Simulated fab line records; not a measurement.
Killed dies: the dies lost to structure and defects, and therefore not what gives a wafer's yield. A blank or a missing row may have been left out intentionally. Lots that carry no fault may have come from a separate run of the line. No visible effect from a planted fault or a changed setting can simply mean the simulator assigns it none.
Which tool did it? ; flow nand-harc ; Sampling: 11 lots, 33 wafers, 5 of 1302 route steps

== WHAT EACH GAUGE READ, for each wafer ==
NHARC_END_SORT_01.
lot;measured;on;killed-at-periphery
L675;day 24 20:31;prober-01;0 3 2
L676;day 25 01:47;prober-02;1 3 2
L678;day 25 18:31;prober-02;4 9 8
L679;day 26 18:23;prober-01;2 2 2
L684;day 28 14:19;prober-01;599 594 580
L685;day 29 09:58;prober-01;629 615 634
L687;day 30 14:36;prober-02;8 3 2
L691;day 31 23:22;prober-02;0 7 3
L692;day 31 11:24;prober-02;7 7 4
L693;day 32 08:11;prober-01;1 1 4
L694;day 32 16:44;prober-01;4 11 5

== EACH LOT AND THE TOOL THAT RAN IT (in order: tool; ch and the chambers of the sampled wafers; start) ==
lot;NHARC_P_ZERO_WELL_ETCH_62;NHARC_P_ZERO_WELL_DESCUM_39;NHARC_P_ZERO_WELL_STRIP_41;NHARC_P_ZERO_WELL_RTA_42
L675;rie-diel-11 ch 0,1,2, day 2 10:23 or earlier;rie-diel-05 ch 1,3, day 2 10:23;wet-bench-05 ch 3,4,7, day 2 11:05;rtp-anneal-01 ch 0, day 2 12:51
L676;rie-diel-05 ch 2,3, day 2 20:26 or earlier;rie-diel-11 ch 0,1,2, day 2 20:26;wet-bench-05 ch 1,2,5, day 2 21:41;rtp-anneal-01 ch 0, day 2 23:37
L678;rie-diel-11 ch 0,1, day 3 16:28 or earlier;rie-diel-05 ch 0,3, day 3 16:28;wet-bench-05 ch 2,3,4, day 3 17:13;rtp-anneal-02 ch 0, day 3 21:17
L679;rie-diel-11 ch 1,2, day 4 02:35 or earlier;rie-diel-05 ch 2,3, day 4 02:35;wet-bench-03 ch 1,3,5, day 4 03:18;rtp-anneal-01 ch 0, day 4 05:24
L684;rie-diel-11 ch 0,1, day 6 04:26 or earlier;rie-diel-11 ch 0,1,2, day 6 04:26;wet-bench-02 ch 3,4,5, day 6 05:09;rtp-anneal-02 ch 0, day 6 07:02
L685;rie-diel-11 ch 0,2, day 6 14:16 or earlier;rie-diel-05 ch 1,2, day 6 14:16;wet-bench-02 ch 1,3,6, day 6 14:59;rtp-anneal-02 ch 0, day 6 17:06
L687;rie-diel-11 ch 0,2,3, day 7 11:08 or earlier;rie-diel-05 ch 1,2,3, day 7 11:08;wet-bench-02 ch 0,4,6, day 7 11:50;rtp-anneal-01 ch 0, day 7 13:46
L691;rie-diel-11 ch 1,3, day 9 02:17 or earlier;rie-diel-11 ch 1,2,3, day 9 02:17;wet-bench-02 ch 0,3,5, day 9 02:59;rtp-anneal-01 ch 0, day 9 04:54
L692;rie-diel-10 ch 2,3, day 9 12:23 or earlier;rie-diel-11 ch 1,2,3, day 9 12:23;wet-bench-02 ch 0,2,7, day 9 13:07;rtp-anneal-01 ch 0, day 9 14:52
L693;rie-diel-10 ch 0,2, day 9 22:16 or earlier;rie-diel-10 ch 0,2,3, day 9 22:16;wet-bench-02 ch 1,2,7, day 9 22:58;rtp-anneal-01 ch 0, day 10 00:44
L694;rie-diel-10 ch 0,1,2, day 10 08:25 or earlier;rie-diel-10 ch 0,2,3, day 10 08:25;wet-bench-03 ch 1,2,7, day 10 09:10;rtp-anneal-02 ch 0, day 10 11:09
- NHARC_P_ZERO_WELL_ETCH_62: etches the open film in CHF3/Ar, target depth 13 nm, time 6.5 s.
- NHARC_P_ZERO_WELL_DESCUM_39: chemistry O2, time 3 s.
- NHARC_P_ZERO_WELL_STRIP_41: strips in SPM, time 840 s.
- NHARC_P_ZERO_WELL_RTA_42: time 300 s.

== THE ANSWER, worked out from the rows above alone ==
Rule: what is usual is taken from the lots themselves. The widest of any qualifying gaps counts: lots, ordered by their means at a reading, are off when they make up no more than a third of the lots, leave a main group of 4 or more, and stand apart from it by 3 or more times the standard deviation of that group's means. A main group is skipped when, at the precision printed for the reading in the tables above, its means are all equal. A lot without any number at a reading at which 4 lots or more have one is off too. All remaining lots with rows at the step are treated as sound.
Off at NHARC_END_SORT_01 (killed-at-periphery): L684, L685. Main group: mean 3.9, sd 2.1.
If a tool, at a process step before that reading, ran all the lots that are off and no sound lot after the first of them, it fits. The gauges at NHARC_END_SORT_01 are tried like those tools. With no start given for some of its lots, NHARC_P_ZERO_WELL_ETCH_62 uses the hours and lot order of NHARC_P_ZERO_WELL_DESCUM_39. No candidate that was tried fits.

== WHAT THE SIMULATOR PUT IN ==
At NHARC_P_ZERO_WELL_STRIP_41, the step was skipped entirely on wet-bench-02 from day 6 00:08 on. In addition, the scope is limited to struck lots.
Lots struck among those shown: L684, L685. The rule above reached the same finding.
